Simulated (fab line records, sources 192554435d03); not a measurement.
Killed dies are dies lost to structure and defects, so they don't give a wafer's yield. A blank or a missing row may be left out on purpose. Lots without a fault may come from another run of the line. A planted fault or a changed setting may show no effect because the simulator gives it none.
Which tool did it? | flow n5_finfet | 10 lots, 28 wafers sampled, at 4 steps of a route of 1938

WHAT THE GAUGES READ, wafer by wafer
N5_BEOL_M2_THK_MEAS_01.
lot  | measured     | on            | M2_ILD_THK (nm)
L459 | day 6 13:52  | film_metro-01 | 78.9 79.3 79.5
L461 | day 7 07:12  | film_metro-01 | 77.7 80.0 79.1
L464 | day 7 20:03  | film_metro-01 | 79.5 79.8 79.5
L463 | day 7 23:13  | film_metro-02 | 80.2 79.5 81.0
L467 | day 8 13:39  | film_metro-01 | 79.5 79.4 81.1
L469 | day 9 02:16  | film_metro-01 | 79.4 80.0 80.8
L472 | day 10 09:52 | film_metro-02 | 78.7 79.0 78.9
L479 | day 11 18:16 | film_metro-01 | 78.8 103.5
L482 | day 12 03:20 | film_metro-02 | 80.7 79.4 104.2
L481 | day 12 06:10 | film_metro-01 | 80.0 104.1

WHICH TOOL RAN EACH LOT (tool, then ch and the chambers of the sampled wafers, then the start)
lot  | N5_BEOL_M1_SPUTTER_48        | N5_BEOL_M1_DEP_57               | N5_BEOL_M2_ILD_DEP_00
L459 | pvd_sputter-03, day 6 10:31  | pecvd-01 ch 0,1, day 6 13:41    | pecvd-04 ch 0,1, day 6 13:49
L461 | pvd_sputter-03, day 7 04:16  | pecvd-03 ch 0,1,2, day 7 07:00  | pecvd-04 ch 0,1,2, day 7 07:08
L464 | pvd_sputter-03, day 7 17:06  | pecvd-01 ch 0,1,2, day 7 19:50  | pecvd-03 ch 0,2, day 7 19:58
L463 | pvd_sputter-03, day 7 20:16  | pecvd-03 ch 0,2, day 7 23:01    | pecvd-03 ch 0,2, day 7 23:08
L467 | pvd_sputter-01, day 8 10:43  | pecvd-02 ch 0,1,2, day 8 13:28  | pecvd-03 ch 0,1,2, day 8 13:35
L469 | pvd_sputter-01, day 8 23:01  | pecvd-02 ch 0,1,2, day 9 02:05  | pecvd-03 ch 0,1,2, day 9 02:13
L472 | pvd_sputter-02, day 10 06:38 | pecvd-01 ch 0,1,2, day 10 09:39 | pecvd-04 ch 0,1, day 10 09:47
L479 | pvd_sputter-01, day 11 15:14 | pecvd-01 ch 0, day 11 18:04     | pecvd-03 ch 0, day 11 18:12
L482 | pvd_sputter-01, day 12 00:24 | pecvd-01 ch 0,1, day 12 03:08   | pecvd-03 ch 1,2, day 12 03:16
L481 | pvd_sputter-03, day 12 03:10 | pecvd-01 ch 1, day 12 05:58     | pecvd-03 ch 1,2, day 12 06:05
- N5_BEOL_M1_SPUTTER_48: material Cu, target thk 4.5 nm, time 8.29 s.
- N5_BEOL_M1_DEP_57: deposits SiCN from 3MS/NH3, target thk 8 nm, time 14 s.
- N5_BEOL_M2_ILD_DEP_00: deposits SiOC from DEMS/O2, target thk 79 nm, time 15.3 s.

THE ANSWER, worked out from the rows above alone
Rule: what is usual is taken from the lots themselves. Put in order of their means at a reading, lots are off if they are a third of the lots or fewer, leave a main group of 4 or more, and stand apart from it by a gap of 3 or more times the standard deviation of the main group's means; of several such gaps the widest counts. A main group whose means are all the same, to the digits that the tables above print for the reading, isn't used. A lot without any number at a reading at which 4 lots or more have one is off too. The other lots that the step has rows for count as sound.
Off: L479, L482, L481, at N5_BEOL_M2_THK_MEAS_01 (M2_ILD_THK). The main group: mean 79.6 nm, standard deviation 0.52.
A tool fits if, at a process step before that reading, it ran every lot that is off, and no sound lot after the first of them. The gauges at N5_BEOL_M2_THK_MEAS_01 are tried like those tools. Can't be told from this: 2 tools fit, pecvd-01 at N5_BEOL_M1_DEP_57, pecvd-03 at N5_BEOL_M2_ILD_DEP_00.

WHAT THE SIMULATOR HAD PUT IN
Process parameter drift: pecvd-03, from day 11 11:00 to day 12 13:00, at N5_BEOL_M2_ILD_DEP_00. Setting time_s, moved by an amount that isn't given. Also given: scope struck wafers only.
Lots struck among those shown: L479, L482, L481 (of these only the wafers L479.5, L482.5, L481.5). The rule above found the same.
